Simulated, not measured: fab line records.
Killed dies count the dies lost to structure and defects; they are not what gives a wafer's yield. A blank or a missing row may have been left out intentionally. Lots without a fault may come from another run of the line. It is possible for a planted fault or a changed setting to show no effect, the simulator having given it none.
Which tool did it? + flow n5_finfet + Sampling: 12 lots, 36 wafers, 6 of 1938 route steps

== WHAT EACH GAUGE READ, for each wafer ==
N5_BEOL_M4_THK_MEAS_01.
| lot  | measured     | on            | M4_ILD_THK (nm) |
|------|--------------|---------------|-----------------|
| L076 | day 7 12:50  | film_metro-02 | 78.1 78.8 80.6  |
| L077 | day 8 00:46  | film_metro-01 | 79.0 79.5 79.3  |
| L079 | day 8 22:25  | film_metro-01 | 79.6 79.9 81.3  |
| L082 | day 9 12:58  | film_metro-02 | 79.7 79.6 78.4  |
| L083 | day 9 16:52  | film_metro-01 | 77.9 78.7 79.9  |
| L085 | day 10 08:05 | film_metro-02 | 79.5 80.4 80.3  |
| L087 | day 11 03:23 | film_metro-01 | 78.9 80.0 79.0  |
| L090 | day 11 16:10 | film_metro-01 | 77.5 78.9 78.8  |
| L091 | day 11 23:31 | film_metro-02 | 79.3 79.2 80.7  |
| L093 | day 12 11:34 | film_metro-02 | 77.8 78.0 78.9  |
| L095 | day 12 16:02 | film_metro-01 | 78.3 80.5 79.0  |
| L097 | day 13 16:20 | film_metro-02 | 79.0 80.8 79.6  |

== WHAT TOOL EACH LOT RAN ON (gives the tool, then ch and the chambers of the sampled wafers, and finally the start) ==
| lot  | N5_BEOL_M3_ETCH_77                 | N5_BEOL_M3_ETCH_41                            | N5_BEOL_M3_SURFACE_TREAT_85  | N5_BEOL_M3_SPUTTER_96        | N5_BEOL_M3_PRE_CLEAN_60          |
|------|------------------------------------|-----------------------------------------------|------------------------------|------------------------------|----------------------------------|
| L076 | rie_diel-03 ch 0,2,3, day 7 06:40  | rie_diel-06 ch 0,1,3, day 7 08:15 or earlier  | pvd_sputter-03, day 7 08:15  | pvd_sputter-02, day 7 11:35  | cvd_co-02 ch 1,2, day 7 12:28    |
| L077 | rie_diel-06 ch 1,2,3, day 7 19:09  | rie_diel-06 ch 0,2,3, day 7 21:29 or earlier  | pvd_sputter-03, day 7 21:29  | pvd_sputter-03, day 7 23:30  | cvd_co-01 ch 0,1, day 8 00:24    |
| L079 | rie_diel-01 ch 0,1, day 8 14:26    | rie_diel-01 ch 0,3, day 8 15:49 or earlier    | pvd_sputter-01, day 8 15:49  | pvd_sputter-01, day 8 17:51  | cvd_co-02 ch 1,2, day 8 22:04    |
| L082 | rie_diel-03 ch 0,1,2, day 9 00:03  | rie_diel-06 ch 0,1,3, day 9 07:35 or earlier  | pvd_sputter-02, day 9 07:35  | pvd_sputter-02, day 9 09:41  | cvd_co-02 ch 0,1,2, day 9 12:38  |
| L083 | rie_diel-06 ch 0,2,3, day 9 08:52  | rie_diel-06 ch 0,1,2, day 9 10:30 or earlier  | pvd_sputter-02, day 9 10:30  | pvd_sputter-03, day 9 12:29  | cvd_co-01 ch 0,1,2, day 9 16:29  |
| L085 | rie_diel-06 ch 0,2,3, day 10 03:37 | rie_diel-06 ch 0,2, day 10 04:53 or earlier   | pvd_sputter-01, day 10 04:53 | pvd_sputter-02, day 10 06:53 | cvd_co-01 ch 0,1,2, day 10 07:43 |
| L087 | rie_diel-01 ch 1,2,3, day 10 16:11 | rie_diel-03 ch 0,2,3, day 11 00:13 or earlier | pvd_sputter-03, day 11 00:13 | pvd_sputter-01, day 11 02:13 | cvd_co-02 ch 0,1, day 11 03:02   |
| L090 | rie_diel-06 ch 0,1,3, day 11 08:26 | rie_diel-01 ch 1,2, day 11 12:40 or earlier   | pvd_sputter-01, day 11 12:40 | pvd_sputter-02, day 11 14:50 | cvd_co-02 ch 0,1,2, day 11 15:49 |
| L091 | rie_diel-06 ch 0,1,3, day 11 17:14 | rie_diel-06 ch 0,1,2, day 11 19:38 or earlier | pvd_sputter-02, day 11 19:38 | pvd_sputter-03, day 11 22:14 | cvd_co-02 ch 0,1,2, day 11 23:09 |
| L093 | rie_diel-01 ch 0,2,3, day 11 23:11 | rie_diel-06 ch 0,1,3, day 12 08:03 or earlier | pvd_sputter-02, day 12 08:03 | pvd_sputter-01, day 12 10:22 | cvd_co-01 ch 0,1, day 12 11:12   |
| L095 | rie_diel-01 ch 0,1,2, day 12 01:20 | rie_diel-03 ch 0,1,3, day 12 12:29 or earlier | pvd_sputter-02, day 12 12:29 | pvd_sputter-03, day 12 14:31 | cvd_co-01 ch 0,2, day 12 15:40   |
| L097 | rie_diel-03 ch 0,3, day 13 03:01   | rie_diel-01 ch 0,3, day 13 13:09 or earlier   | pvd_sputter-02, day 13 13:09 | pvd_sputter-02, day 13 15:08 | cvd_co-01 ch 0,2, day 13 15:57   |
- N5_BEOL_M3_ETCH_77: etches underlayer in N2/H2, target depth 6.5 nm, time 5.2 s.
- N5_BEOL_M3_ETCH_41: etches SiCN in CH3F/O2, target depth 29.9 nm, time 52.5 s.
- N5_BEOL_M3_SURFACE_TREAT_85
- N5_BEOL_M3_SPUTTER_96: material Cu, target thk 4.5 nm, time 8.29 s.
- N5_BEOL_M3_PRE_CLEAN_60: time 15 s.

== THE ANSWER, worked out from the rows above alone ==
Rule: the usual values come from the lots themselves. The widest of any qualifying gaps counts: lots, ordered by their means at a reading, are off when they make up no more than a third of the lots, leave a main group of 4 or more, and stand apart from it by 3 or more times the standard deviation of that group's means. Not used: any main group whose means are identical at the precision the tables above print for the reading. Also off: a lot with no number at a reading for which 4 or more lots have one. Where the step has rows for the other lots, those lots are counted as sound.
No lot is off at any reading shown: from this, nothing can be told.

== WHAT THE SIMULATOR HAD PUT IN ==
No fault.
